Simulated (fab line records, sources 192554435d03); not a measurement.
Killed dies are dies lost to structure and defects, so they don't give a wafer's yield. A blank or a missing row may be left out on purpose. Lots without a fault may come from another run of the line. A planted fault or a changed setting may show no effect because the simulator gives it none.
Split-lot experiment | flow n5_finfet | 7 lots, 21 wafers read, on a route of 1938 steps

THE SPLIT
At N5_BEOL_M0_CUTY_EXPOSE_54 (exposes mask M0 ABLK), the setting dose_mj was moved away from the recipe's 36 on 8 of the 21 wafers read, by -6.1% to +6.1%. The other wafers ran this setting at the recipe's value.

FROM THE SPLIT TO THE READING: what the file shows between them, 2 steps
- N5_BEOL_M0_CUTY_PEB_55: peb time 60 s
- N5_BEOL_M0_CUTY_DEVELOP_56: develop time 30 s

THE READING
cd_nm, in nm, at N5_BEOL_M0_CUTY_CD_MEAS_57 (target cd 200 nm). Fault-free wafers of this fab line usually give 199.5 nm, standard deviation 1.1 nm.

wafer  | tool, chamber at the split | dose_mj as run | against the recipe | cd_nm, nm | against lot-mates on the recipe
L082.2 | arfi_scanner-03, 0         | 34.97          | -2.9%              | 201.6     | +2.1
L082.3 | arfi_scanner-03, 0         | 36             | recipe             | 199.5     | -
L082.4 | arfi_scanner-03, 0         | 34.97          | -2.9%              | 200.4     | +0.9
L083.1 | arfi_scanner-03, 0         | 36             | recipe             | 198.3     | -
L083.2 | arfi_scanner-03, 0         | 36             | recipe             | 198.7     | -
L083.5 | arfi_scanner-03, 0         | 37.19          | +3.3%              | 195.9     | -2.6
L085.1 | arfi_scanner-02, 0         | 33.9           | -5.8%              | 202.5     | +3.3
L085.2 | arfi_scanner-02, 0         | 33.9           | -5.8%              | 203.1     | +3.9
L085.4 | arfi_scanner-02, 0         | 36             | recipe             | 199.2     | -
L089.3 | arfi_scanner-03, 0         | 33.79          | -6.1%              | 200.9     | +2.8
L089.4 | arfi_scanner-03, 0         | 36             | recipe             | 198.1     | -
L089.5 | arfi_scanner-03, 0         | 33.79          | -6.1%              | 201.4     | +3.3
L092.3 | arfi_scanner-02, 0         | 36             | recipe             | 199.8     | -
L092.4 | arfi_scanner-02, 0         | 36             | recipe             | 200.2     | -
L092.6 | arfi_scanner-02, 0         | 36             | recipe             | 199.8     | -
L093.1 | arfi_scanner-01, 0         | 36             | recipe             | 201.3     | -
L093.2 | arfi_scanner-01, 0         | 36             | recipe             | 201.5     | -
L093.4 | arfi_scanner-01, 0         | 36             | recipe             | 200.7     | -
L094.3 | arfi_scanner-02, 0         | 36             | recipe             | 199.7     | -
L094.4 | arfi_scanner-02, 0         | 36             | recipe             | 199.2     | -
L094.5 | arfi_scanner-02, 0         | 38.21          | +6.1%              | 196.6     | -2.8

THE FIT
A straight line over all 21 wafers: cd_nm changes by -0.468 nm for each +1% of dose_mj; r = -0.80; the points scatter about the line by 1.1 nm.
The same after taking each lot's own level away (the mean of its wafers on the recipe; 21 wafers): -0.549 nm for each +1%; r = -0.97; scatter 0.4 nm.
On that fit, the largest move of dose_mj shifts the reading by 3.4 nm.
The lots' own levels span 198.10 to 201.17 nm, that is 2.8 times the standard deviation above.
So the lot-to-lot level changes the slope: the two fits differ.
Check: with one of the wafers moved furthest among these (-6.1%) left out of the fit, the line predicts +3.49 nm for it against its lot-mates. It came out at +2.8 nm against them.

OTHER SPLITS ON THESE WAFERS
These wafers also went through other splits before the reading. Each is held against what the fit with the lots' levels taken away leaves over:
other split on the same wafers            | wafers away from the commonest value | r with cd_nm (lot level and that fit taken away)
N5_GATE_CUT_EXPOSE_10 dose_mj             | 5                                    | -0.14
N5_GATE_CUT_ETCH_36 cf4_flow_sccm         | 6                                    | -0.11
N5_MOL_CONTACT_COAG_SPUTTER_130 power_w   | 5                                    | -0.33
N5_MOL_CONTACT_COAG_ALD_123 ald_cycles    | 5                                    | +0.27
N5_MOL_CONTACT_COAG_ETCH_124 bias_w       | 9                                    | +0.52
N5_MOL_CONTACT_COAG_CVD_140 target_thk_a  | 5                                    | -0.01
N5_BEOL_M0_SAQP_PECVD_04 time_s           | 8                                    | +0.07
N5_BEOL_M0_SAQP_DEVELOP_13 develop_time_s | 9                                    | +0.14

THE FILE'S OWN FIT
cd_nm changes by -0.545 nm for each +1% of dose_mj, r = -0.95.
